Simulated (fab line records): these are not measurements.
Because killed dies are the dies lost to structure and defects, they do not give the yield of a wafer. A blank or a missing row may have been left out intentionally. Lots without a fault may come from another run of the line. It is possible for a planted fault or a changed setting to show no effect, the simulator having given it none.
Split-lot study ; flow n5 finfet ; route with 1938 steps; 7 lots, 21 wafers read

ABOUT THE SPLIT
At N5_FIN_SAQP_COAT_49 (time 60 s, resist thk 100 nm), the setting spin rpm was moved away from the recipe's 1500 rpm on 8 of the 21 wafers read, by -10.0% to +6.8%. The other wafers ran this setting at the recipe's value.

FROM THE SPLIT TO THE READING: what the file shows between them, 6 steps
- N5_FIN_SAQP_EXPOSE_13: exposes mask FIN CORE, target cd 35.6 nm (also split here: dose mj)
- N5_FIN_SAQP_PEB_14: peb time 60 s
- N5_FIN_SAQP_DEVELOP_15: develop time 30 s
- N5_FIN_SAQP_CD_MEAS_16: target cd 35.6 nm
- N5_FIN_SAQP_DESCUM_21: chemistry O2, time 7.9 s
- N5_FIN_SAQP_ETCH_51: etches SiARC in CF4, target depth 45.5 nm, time 75.8 s

THE READING
etch.depth nm (the simulator's own value, which no gauge read), in nm, at N5_FIN_SAQP_ETCH_52 (etches SOC in N2/H2, target depth 100 nm, overetch 20 nm, time 150 s). No usual value for it is given in the file. Across the 13 wafers here that went through the recipe, the average is 100.11 nm and the standard deviation 0.35 nm.

wafer;tool, chamber at the split;spin rpm as run, rpm;against the recipe;etch.depth nm, nm;against lot-mates on the recipe
L076.1;litho track-04, 0;1350;-10.0%;105.7;+5.10
L076.2;litho track-04, 0;1350;-10.0%;106;+5.40
L076.5;litho track-04, 0;1500;recipe;100.6;-
L077.2;litho track-03, 0;1383;-7.8%;104.2;+4.47
L077.3;litho track-03, 0;1383;-7.8%;103.7;+3.97
L077.4;litho track-03, 0;1500;recipe;99.73;-
L085.2;litho track-05, 0;1383;-7.8%;103.7;+3.83
L085.3;litho track-05, 0;1500;recipe;99.8;-
L085.5;litho track-05, 0;1500;recipe;99.93;-
L089.1;litho track-05, 0;1602;+6.8%;96.38;-3.44
L089.4;litho track-05, 0;1500;recipe;99.85;-
L089.5;litho track-05, 0;1500;recipe;99.79;-
L094.2;litho track-03, 0;1500;recipe;100.4;-
L094.4;litho track-03, 0;1396;-6.9%;104.2;+3.80
L094.6;litho track-03, 0;1396;-6.9%;103.9;+3.50
L096.2;litho track-05, 0;1500;recipe;100.7;-
L096.5;litho track-05, 0;1500;recipe;100.5;-
L096.6;litho track-05, 0;1500;recipe;100.4;-
L097.2;litho track-05, 0;1500;recipe;100.1;-
L097.4;litho track-05, 0;1500;recipe;99.63;-
L097.5;litho track-05, 0;1500;recipe;99.97;-

THE FIT
A straight line over all 21 wafers: etch.depth nm changes by -0.54 nm for each +1% of spin rpm; r = -0.99; the points scatter about the line by 0.38 nm.
The same after taking each lot's own level away (the mean of its wafers on the recipe; 21 wafers): -0.522 nm for each +1%; r = -1.00; scatter 0.16 nm.
According to that fit, moving spin rpm by its largest amount changes the reading by 5.2 nm.
From 99.730 to 100.600 nm: that is the span of the lots' own levels, equal to 2.5 times the standard deviation above.
Hence the lot-to-lot level has little effect on the slope; both slopes agree.
Check: +5.27 nm against its lot-mates is what the line predicts for one of the wafers moved furthest among these (-10.0%) when that wafer is left out of the fit. Against them it came out at +5.1 nm.

THESE WAFERS: OTHER SPLITS
These wafers also went through other splits before the reading. Each is held against what the fit with the lots' levels taken away leaves over:
other split on the same wafers;wafers away from the commonest value;r with etch.depth nm (lot level and that fit taken away)
N5_FIN_SAQP_EXPOSE_13 dose mj;7;+0.25

THE WHOLE CHAIN: every reading that the file lists as answering this split, in the file's order
step;what it does;reading;change (the file's fit);r (the file's)
N5_FIN_SAQP_COAT_49;time 60 s, resist thk 100 nm;SOC_of_FIN_SAQP_COAT_49.thk nm (the simulator's own value, which no gauge read);-0.517 nm for each +1% of the setting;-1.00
N5_FIN_SAQP_ETCH_52;etches SOC in N2/H2, target depth 100 nm, overetch 20 nm, time 150 s;etch.depth nm (the simulator's own value, which no gauge read);-0.517 nm for each +1% of the setting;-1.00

THE FILE'S OWN FIT
etch.depth nm changes by -0.517 nm for each +1% of spin rpm, r = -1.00.
